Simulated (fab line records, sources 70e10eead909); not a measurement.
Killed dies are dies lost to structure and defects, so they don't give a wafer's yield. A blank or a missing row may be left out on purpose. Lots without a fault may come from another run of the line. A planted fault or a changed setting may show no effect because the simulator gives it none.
fab line records | flow nand_harc
record lots=7 wafers=21 last_day=24
route steps=1159 shown A_SOURCE_PLATE@416 A_ONON_D1@424 END@1159
lots that met no fault: from a run of the same line without faults
start_h: hours from the record's first day to the start of the lot's first wafer shown | wait_h: hours since the lot's step before | " the same as in the row above | L1.1+2: a row that stands for several wafers | - no value, or no start given | * or withheld: withheld | < > ~ a bound
route shown NAME@n: a module of which the file shows steps, and the number in the route of the first | usual: mean/standard deviation of fault-free wafers | same: alike in all rows | chamber/n: place in a boat | sites: the reading at each site | _std_site: their standard deviation | _edge_site: outer sites' mean less inner sites' | radius_mm: how far each site lies from the wafer's centre | mask NAME#n: copy n | behind: the tool/chamber that last shaped the wafer | hold: why the lot was held/for how many hours/how that ended | device: the transistor (n, p or np) that didn't switch | end of line: the same wafers' tests at the end of the route | a step without rows: its recipe alone | killed: dies lost to structure and defects at the first sort, not the wafer's yield | map: a wafer's dies, x killed, . not, _ none there
set.NAME: the setting as run; set.NAME@STEP: as run at that earlier step | model.NAME: the simulator's own value behind a step, which no gauge read
lots at some steps of the route; a table a step, a row a wafer
services: from which hour (start_h, from the record's first day; less than 0 if before it) a tool's chamber was out of use, for how many hours, and why
## steps
# step NHARC_A_SOURCE_PLATE_THK_MEAS_09
# recipe thk_meas_gauge=ellipsometry
# usual thk_nm=9.7/1.1
# columns lot.wafer tool chamber start_h wait_h thk_nm
L775.1 film_metro-01 - 155.67 0.4 8.5
L775.4 " - " " 10.0
L775.6 " - " " 10.4
L779.1 film_metro-01 - 171.11 0.4 9.7
L779.2 " - " " 9.6
L779.6 " - " " 10.5
L780.1 film_metro-02 - 171.11 0.4 10.3
L780.3 " - " " 10.2
L780.4 " - " " 10.9
L781.1 film_metro-02 - 183.33 0.4 9.4
L781.3 " - " " 11.0
L781.5 " - " " 10.1
L791.1 film_metro-01 - 247.76 0.4 9.9
L791.4 " - " " 8.9
L791.5 " - " " 10.2
L794.1 film_metro-02 - 257.99 0.4 8.1
L794.2 " - " " 11.3
L794.6 " - " " 9.7
L796.1 film_metro-02 - 275.42 0.4 10.9
L796.2 " - " " 10.5
L796.4 " - " " 8.9
# step NHARC_A_SOURCE_PLATE_PVD_04
# recipe target_thk_a=500 material=WSi2
# step NHARC_A_SOURCE_PLATE_CVD_03
# recipe target_thk_a=2000 temp_c=620 pressure_mtorr=200 time_s=4000 material=poly-Si
# step NHARC_A_SOURCE_PLATE_ANNEAL_05
# recipe temp_c=850 time_s=1800
# step NHARC_A_SOURCE_PLATE_THK_MEAS_06
# recipe thk_meas_gauge=ellipsometry
# usual thk_nm=201.1/1.9
# columns lot.wafer tool chamber start_h wait_h thk_nm
L775.1 film_metro-02 - 168.54 0.4 201.3
L775.4 " - " " 200.9
L775.6 " - " " 199.6
L780.1 film_metro-01 - 184.11 0.4 197.9
L780.3 " - " " 200.0
L780.4 " - " " 199.8
L779.1 film_metro-02 - 184.11 0.4 197.6
L779.2 " - " " 199.9
L779.6 " - " " 198.9
L781.1 film_metro-02 - 196.47 0.4 199.7
L781.3 " - " " 198.8
L781.5 " - " " 202.5
L791.1 film_metro-02 - 261.55 0.4 201.5
L791.4 " - " " 201.0
L791.5 " - " " 200.6
L794.1 film_metro-02 - 271.37 0.4 200.9
L794.2 " - " " 202.0
L794.6 " - " " 201.5
L796.1 film_metro-02 - 288.18 0.4 201.3
L796.2 " - " " 202.1
L796.4 " - " " 201.8
# step NHARC_A_SOURCE_PLATE_INSPECT_08
# usual raw_defect_count=62/24
# columns lot.wafer tool chamber start_h wait_h raw_defect_count
L775.1 defect_inspect-02 - 168.60 0.0 69
L775.4 " - " " 91
L775.6 " - " " 98
L780.1 defect_inspect-02 - 184.17 0.0 89
L780.3 " - " " 63
L780.4 " - " " 57
L779.1 defect_inspect-01 - 184.17 0.0 32
L779.2 " - " " 22
L779.6 " - " " 51
L781.1 defect_inspect-01 - 196.54 0.0 74
L781.3 " - " " 75
L781.5 " - " " 72
L791.1 defect_inspect-02 - 261.62 0.0 30
L791.4 " - " " 67
L791.5 " - " " 42
L794.1 defect_inspect-01 - 271.45 0.0 28
L794.2 " - " " 30
L794.6 " - " " 36
L796.1 defect_inspect-01 - 288.28 0.0 31
L796.2 " - " " 94
L796.4 " - " " 38
# step NHARC_A_ONON_D1_DEP_00
# recipe target_thk_a=10000 n2_flow_sccm=2750 n2o_flow_sccm=2000 nh3_flow_sccm=500 sih4_flow_sccm=210 temp_c=400
# step NHARC_A_ONON_D1_THK_MEAS_02
# recipe thk_meas_gauge=ellipsometry
# usual thk_nm=998/9.3
# columns lot.wafer tool chamber start_h wait_h thk_nm
L775.1 film_metro-02 - 169.19 - 1002
L775.4 " - " " 1001
L775.6 " - " " 1003
L779.1 film_metro-01 - 184.75 - 995
L779.2 " - " " 994
L779.6 " - " " 995
L780.1 film_metro-02 - 184.75 - 1005
L780.3 " - " " 1004
L780.4 " - " " 1004
L781.1 film_metro-01 - 197.11 - 997
L781.3 " - " " 997
L781.5 " - " " 998
L791.1 film_metro-01 - 262.19 - 991
L791.4 " - " " 991
L791.5 " - " " 991
L794.1 film_metro-01 - 272.02 - 986
L794.2 " - " " 987
L794.6 " - " " 985
L796.1 film_metro-02 - 288.86 - 998
L796.2 " - " " 1001
L796.4 " - " " 998
# step NHARC_A_ONON_D1_DEP_03
# recipe target_thk_a=10000 n2_flow_sccm=2750 n2o_flow_sccm=2000 nh3_flow_sccm=500 sih4_flow_sccm=210 temp_c=400
# step NHARC_A_ONON_D1_THK_MEAS_05
# recipe thk_meas_gauge=ellipsometry
# usual thk_nm=996/7.6
# columns lot.wafer tool chamber start_h wait_h thk_nm
L775.1 film_metro-01 - 169.78 - 987
L775.4 " - " " 986
L775.6 " - " " 989
L779.1 film_metro-01 - 185.31 - 992
L779.2 " - " " 992
L779.6 " - " " 993
L780.1 film_metro-02 - 185.32 - 1002
L780.3 " - " " 1000
L780.4 " - " " 1002
L781.1 film_metro-01 - 197.68 - 1000
L781.3 " - " " 1001
L781.5 " - " " 999
L791.1 film_metro-01 - 262.75 - 1004
L791.4 " - " " 1003
L791.5 " - " " 1003
L794.1 film_metro-01 - 272.59 - 998
L794.2 " - " " 999
L794.6 " - " " 1000
L796.1 film_metro-02 - 289.45 - 991
L796.2 " - " " 989
L796.4 " - " " 990
# step NHARC_A_ONON_D1_DEP_06
# recipe target_thk_a=10000 n2_flow_sccm=2750 n2o_flow_sccm=2000 nh3_flow_sccm=500 sih4_flow_sccm=210 temp_c=400
# usual susceptor_temp_C=400.02/0.21
# columns lot.wafer tool chamber start_h wait_h susceptor_temp_C
L775.1 pecvd_onon-02 0 169.83 0.1 400.24
L775.4 " 0 " " 399.77
L775.6 " 0 " " 400.07
L779.1 pecvd_onon-03 0 185.37 0.1 400.09
L779.2 " 0 " " 400.08
L779.6 " 0 " " 400.19
L780.1 pecvd_onon-01 0 185.37 0.1 400.42
L780.3 " 0 " " 399.88
L780.4 " 0 " " 400.09
L781.1 pecvd_onon-02 0 197.73 0.1 399.81
L781.3 " 0 " " 399.59
L781.5 " 0 " " 399.73
L791.1 pecvd_onon-01 0 262.81 0.1 400.28
L791.4 " 0 " " 400.04
L791.5 " 0 " " 400.13
L794.1 pecvd_onon-01 0 272.64 0.1 400.12
L794.2 " 0 " " 400.29
L794.6 " 0 " " 399.95
L796.1 pecvd_onon-01 0 289.50 0.1 400.32
L796.2 " 0 " " 400.05
L796.4 " 0 " " 400.32
# step NHARC_A_ONON_D1_THK_MEAS_08
# recipe thk_meas_gauge=ellipsometry
# usual thk_nm=998/10
# columns lot.wafer tool chamber start_h wait_h thk_nm
L775.1 film_metro-01 - 170.35 - 1008
L775.4 " - " " 1009
L775.6 " - " " 1007
L779.1 film_metro-02 - 185.88 - 997
L779.2 " - " " 997
L779.6 " - " " 998
L780.1 film_metro-01 - 185.88 - 1011
L780.3 " - " " 1010
L780.4 " - " " 1012
L781.1 film_metro-01 - 198.26 - 996
L781.3 " - " " 995
L781.5 " - " " 995
L791.1 film_metro-02 - 263.32 - 1536
L791.4 " - " " 1537
L791.5 " - " " 1537
L794.1 film_metro-01 - 273.16 - 1534
L794.2 " - " " 1534
L794.6 " - " " 1534
L796.1 film_metro-02 - 290.02 - 1544
L796.2 " - " " 1542
L796.4 " - " " 1545
# step NHARC_A_ONON_D1_DEP_09
# recipe target_thk_a=10000 n2_flow_sccm=2750 n2o_flow_sccm=2000 nh3_flow_sccm=500 sih4_flow_sccm=210 temp_c=400
# step NHARC_END_SORT_01
# recipe temp_c=25
# usual killed_at_array=21/8.9 killed_at_other=0.8/1.3 killed_at_periphery=3.6/2.4 killed_dies=26/8.9 killed_open=3.1/1.8 killed_short=1.9/1.3
# same gross_dies=677
# columns lot.wafer tool chamber start_h wait_h killed_at_array killed_at_other killed_at_periphery killed_dies killed_open killed_short
L794.1 prober-01 0 543.34 2.5 677 0 0 677 2 2
L794.2 prober-01 0 544.13 2.8 675 0 2 677 6 1
L794.6 prober-01 0 547.32 4.0 676 0 1 677 2 1
L791.1 prober-02 0 550.93 2.5 673 1 3 677 0 2
L791.4 prober-02 0 553.36 3.4 675 0 2 677 4 0
L791.5 prober-02 0 554.17 3.7 671 0 6 677 2 1
L796.1 prober-02 0 566.59 2.5 671 0 6 677 1 1
L796.2 prober-02 0 567.39 2.8 670 0 7 677 2 2
L796.4 prober-02 0 568.98 3.4 673 2 2 677 4 1
# killed by level:class
L794.1 A_ONON_D1:area_dep=649 A_CHANNEL_HOLE_D1:chamber_film_flake=20 A_STAIRCASE:chamber_film_flake=3 A_CONTACT:geometric_particle:open=2 A_CHANNEL_HOLE_D1:geometric_particle:short=1 A_WL_FILL:geometric_particle:short=1 A_CONTACT:chamber_film_flake=1
L794.2 A_ONON_D1:area_dep=647 A_CHANNEL_HOLE_D1:chamber_film_flake=19 P_GATE:geometric_particle:open=2 A_CONTACT:geometric_particle:open=2 A_STAIRCASE:chamber_film_flake=2 A_CHANNEL_HOLE_D1:geometric_particle:short=1 A_CHANNEL_HOLE_D1:geometric_particle:open=1 A_SGD_CUT:geometric_particle:open=1
L794.6 A_ONON_D1:area_dep=654 A_CHANNEL_HOLE_D1:chamber_film_flake=16 A_CONTACT:chamber_film_flake=3 A_CONTACT:geometric_particle:open=2 A_BLC:geometric_particle:short=1 P_GATE:chamber_film_flake=1
L791.1 A_ONON_D1:area_dep=657 A_CONTACT:chamber_film_flake=7 A_CHANNEL_HOLE_D1:chamber_film_flake=6 A_WL_FILL:geometric_particle:short=1 A_M0:geometric_particle:short=1 P_STI:chamber_film_flake=1 P_GATE:chamber_film_flake=1 P_M0:chamber_film_flake=1
L791.4 A_ONON_D1:area_dep=663 A_CHANNEL_HOLE_D1:chamber_film_flake=5 A_CONTACT:chamber_film_flake=4 P_CONTACT:geometric_particle:open=2 A_CHANNEL_FILL_D1:geometric_particle:open=1 A_M0:geometric_particle:open=1 A_STAIRCASE:chamber_film_flake=1
L791.5 A_ONON_D1:area_dep=655 A_CONTACT:chamber_film_flake=7 A_CHANNEL_HOLE_D1:chamber_film_flake=4 P_GATE:chamber_film_flake=3 A_STAIRCASE:chamber_film_flake=3 P_STI:chamber_film_flake=2 P_CONTACT:geometric_particle:open=1 A_CONTACT:geometric_particle:short=1
L796.1 A_ONON_D1:area_dep=656 A_M1:chamber_film_flake=4 P_GATE:chamber_film_flake=3 A_CHANNEL_HOLE_D1:chamber_film_flake=3 A_STAIRCASE:chamber_film_flake=3 A_CONTACT:chamber_film_flake=3 P_ZERO_WELL:chamber_film_flake=2 P_M0:geometric_particle:short=1
L796.2 A_ONON_D1:area_dep=652 A_CONTACT:chamber_film_flake=5 P_ZERO_WELL:chamber_film_flake=4 A_CHANNEL_HOLE_D1:chamber_film_flake=4 A_ZERO_WELL:chamber_film_flake=2 A_STAIRCASE:chamber_film_flake=2 A_ONON_D1:geometric_particle:short=1 A_ONON_D1:geometric_particle:open=1
L796.4 A_ONON_D1:area_dep=653 A_CONTACT:chamber_film_flake=7 A_M1:chamber_film_flake=6 STARTING-WAFER:geometric_particle:open=2 A_CHANNEL_HOLE_D1:chamber_film_flake=2 A_CHANNEL_FILL_D1:chamber_film_flake=2 P_STI:geometric_particle:open=1 A_CHANNEL_HOLE_D1:geometric_particle:short=1
# map L791.1 (x killed, . not)
____________x____________
_________xxxxxxx_________
_______xxxxxxxxxxx_______
______xxxxxxxxxxxxx______
_____xxxxxxxxxxxxxxx_____
____xxxxxxxxxxxxxxxxx____
____xxxxxxxxxxxxxxxxx____
___xxxxxxxxxxxxxxxxxxx___
___xxxxxxxxxxxxxxxxxxx___
__xxxxxxxxxxxxxxxxxxxxx__
__xxxxxxxxxxxxxxxxxxxxx__
_xxxxxxxxxxxxxxxxxxxxxxx_
_xxxxxxxxxxxxxxxxxxxxxxx_
_xxxxxxxxxxxxxxxxxxxxxxx_
_xxxxxxxxxxxxxxxxxxxxxxx_
_xxxxxxxxxxxxxxxxxxxxxxx_
xxxxxxxxxxxxxxxxxxxxxxxxx
xxxxxxxxxxxxxxxxxxxxxxxxx
xxxxxxxxxxxxxxxxxxxxxxxxx
xxxxxxxxxxxxxxxxxxxxxxxxx
xxxxxxxxxxxxxxxxxxxxxxxxx
_xxxxxxxxxxxxxxxxxxxxxxx_
_xxxxxxxxxxxxxxxxxxxxxxx_
_xxxxxxxxxxxxxxxxxxxxxxx_
_xxxxxxxxxxxxxxxxxxxxxxx_
_xxxxxxxxxxxxxxxxxxxxxxx_
__xxxxxxxxxxxxxxxxxxxxx__
__xxxxxxxxxxxxxxxxxxxxx__
___xxxxxxxxxxxxxxxxxxx___
___xxxxxxxxxxxxxxxxxxx___
____xxxxxxxxxxxxxxxxx____
____xxxxxxxxxxxxxxxxx____
_____xxxxxxxxxxxxxxx_____
______xxxxxxxxxxxxx______
_______xxxxxxxxxxx_______
_________xxxxxxx_________
____________x____________
# map L794.1 (x killed, . not)
____________x____________
_________xxxxxxx_________
_______xxxxxxxxxxx_______
______xxxxxxxxxxxxx______
_____xxxxxxxxxxxxxxx_____
____xxxxxxxxxxxxxxxxx____
____xxxxxxxxxxxxxxxxx____
___xxxxxxxxxxxxxxxxxxx___
___xxxxxxxxxxxxxxxxxxx___
__xxxxxxxxxxxxxxxxxxxxx__
__xxxxxxxxxxxxxxxxxxxxx__
_xxxxxxxxxxxxxxxxxxxxxxx_
_xxxxxxxxxxxxxxxxxxxxxxx_
_xxxxxxxxxxxxxxxxxxxxxxx_
_xxxxxxxxxxxxxxxxxxxxxxx_
_xxxxxxxxxxxxxxxxxxxxxxx_
xxxxxxxxxxxxxxxxxxxxxxxxx
xxxxxxxxxxxxxxxxxxxxxxxxx
xxxxxxxxxxxxxxxxxxxxxxxxx
xxxxxxxxxxxxxxxxxxxxxxxxx
xxxxxxxxxxxxxxxxxxxxxxxxx
_xxxxxxxxxxxxxxxxxxxxxxx_
_xxxxxxxxxxxxxxxxxxxxxxx_
_xxxxxxxxxxxxxxxxxxxxxxx_
_xxxxxxxxxxxxxxxxxxxxxxx_
_xxxxxxxxxxxxxxxxxxxxxxx_
__xxxxxxxxxxxxxxxxxxxxx__
__xxxxxxxxxxxxxxxxxxxxx__
___xxxxxxxxxxxxxxxxxxx___
___xxxxxxxxxxxxxxxxxxx___
____xxxxxxxxxxxxxxxxx____
____xxxxxxxxxxxxxxxxx____
_____xxxxxxxxxxxxxxx_____
______xxxxxxxxxxxxx______
_______xxxxxxxxxxx_______
_________xxxxxxx_________
____________x____________
## services
# columns tool chamber start_h hours kind
pecvd_onon-03 - 153.21 13.0 pm
pecvd_onon-01 - 195.00 13.0 pm
## key
first_sign step=NHARC_A_ONON_D1_THK_MEAS_08 reading=thk_nm direction=up sigmas=54 usual=998 struck=1538
effect step=NHARC_END_SORT_01 reading=killed_at_array direction=up sigmas=73 usual=21 struck=673
more_kills_born_at NHARC_A_ONON_D1_DEP_06@pecvd_onon-01=5886
met_at NHARC_A_ONON_D1_DEP_06
struck_wafers L791.1,L791.4,L791.5,L794.1,L794.2,L794.6,L796.1,L796.2,L796.4
later_rows_left_out L791.1,L791.4,L791.5,L794.1,L794.2,L794.6,L796.1,L796.2,L796.4
tester_left_out L791,L794,L796
onset_between 185.37 262.81
also_fits time
fault kind=process_parameter_drift tool=pecvd_onon-01 chamber=- onset_h=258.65 steps=NHARC_A_ONON_D1_DEP_06 channel=target_thk_a offset=* shape=step end_h=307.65 acts_in=* stated=*
# tester_left_out: of these lots the tester's yield and bins aren't shown, on N5 and GAA mostly nor the transistor test; their killed dies are dies lost to structure and defects alone, not to doping, threshold or leakage, so they don't give the yield
# later_rows_left_out: the simulator's readings of these wafers behind a module that went badly wrong aren't trusted and aren't shown, but for the sort
